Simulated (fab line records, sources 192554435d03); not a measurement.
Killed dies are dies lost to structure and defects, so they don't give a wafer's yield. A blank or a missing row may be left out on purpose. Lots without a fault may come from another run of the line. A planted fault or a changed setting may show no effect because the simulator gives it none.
A struck lot beside a sound one | flow n5_finfet | 14 steps out of a route of 1938
Sound: wafers L443.2, L443.3, L443.5. Struck: wafer L436.1. (L436.5, L436.6 of the same lot were not struck and are left out.) The cause comes at the end.
At each step with rows: each side's tool, then ch and its chambers, then its first start. Under that, the readings that differ: sound wafers | struck wafers | difference of the means | sigmas: that difference in standard deviations of wafers without a fault.
alike: readings whose means differ by less than 2 such deviations, and words and numbers that are the same on both sides. not compared: withheld readings, readings that some wafer has no value for, bounds like >300 that may hide the same value, and numbers for which the record gives no deviation and whose values overlap.
The two part at a step that has a row with sigmas, a row that says differs or no value, or rows on one side only. Numbers that don't overlap but have no deviation are shown without sigmas and don't part them. A reading that every wafer of one side lacks parts them only if that side has two wafers or more.

first, 3 steps without rows for these wafers: N5_BEOL_M13_PRECLEAN_39 (cleans in residue remover, time 60 s); N5_BEOL_M13_SRD_40 (time 30 s, dry time 30 s); N5_BEOL_M13_DEGAS_41 (time 60 s).
N5_BEOL_M13_PRE_CLEAN_42: time 30 s.
  sound on pvd_sputter-02, day 15 01:12; struck on pvd_sputter-02, day 12 17:46
  alike: heater_power_w
N5_BEOL_M13_SPUTTER_43: material TaN, target thk 15 nm, time 24.19 s.
  sound on pvd_sputter-02, day 15 01:14; struck on pvd_sputter-02, day 12 17:49
  alike: throttle_valve_pct
N5_BEOL_M13_SPUTTER_44: material Ta, target thk 10 nm, time 16.13 s.
  sound on pvd_sputter-02, day 15 01:19; struck on pvd_sputter-02, day 12 17:53
  alike: throttle_valve_pct
then, 2 steps without rows for these wafers: N5_BEOL_M13_SPUTTER_45 (material Cu, target thk 80 nm, time 13.33 s); N5_BEOL_M13_ECD_47 (material Cu, target thk 936 nm).
N5_BEOL_M13_ANNEAL_48: time 90 s.
  sound on rtp_anneal-01 ch 0, day 15 02:07; struck on rtp_anneal-01 ch 0, day 12 18:15
  alike: wafer_temp_C_max
N5_BEOL_M13_CMP_49: polishes, stops on SiOC, t overpolish 17.1 s, target thk 420 nm.
  sound on cmp-04 ch 0,1,3, day 15 02:26; struck on cmp-04 ch 3, day 12 18:40
  alike: barrier_field_endpoint_s, clearing_platen_down_force_psi, motor_current_A, overpolish_run_s
N5_BEOL_M13_THK_MEAS_50: measures by xrf.
  sound on film_metro-01, day 15 02:39; struck on film_metro-02, day 12 18:50
  alike: M13_THK
then, 1 step without rows for these wafers: N5_BEOL_M13_PRE_CLEAN_52 (time 15 s).
N5_BEOL_M13_DEP_53: deposits SiCN from 3MS/NH3, target thk 50 nm, time 17.8 s.
  sound on pecvd-01 ch 0,2, day 15 02:43; struck on pecvd-03 ch 1, day 12 18:54
  reading                                   | sound          | struck | difference | sigmas
  model.SiCN_of_BEOL_M13_DEP_53.thk_nm (nm) | 49.2 49.2 49.6 | 71.2   | +21.9      |
  alike: showerhead_plenum_p_Torr, throttle_valve_pct
N5_BEOL_M13_RS_MEAS_54: measures by four-point-probe.
  sound on film_metro-02, day 15 02:47; struck on film_metro-02, day 12 18:58
  alike: M13_RS

WHERE THEY PART
Nowhere in this record.

WHY: what the simulator had put in
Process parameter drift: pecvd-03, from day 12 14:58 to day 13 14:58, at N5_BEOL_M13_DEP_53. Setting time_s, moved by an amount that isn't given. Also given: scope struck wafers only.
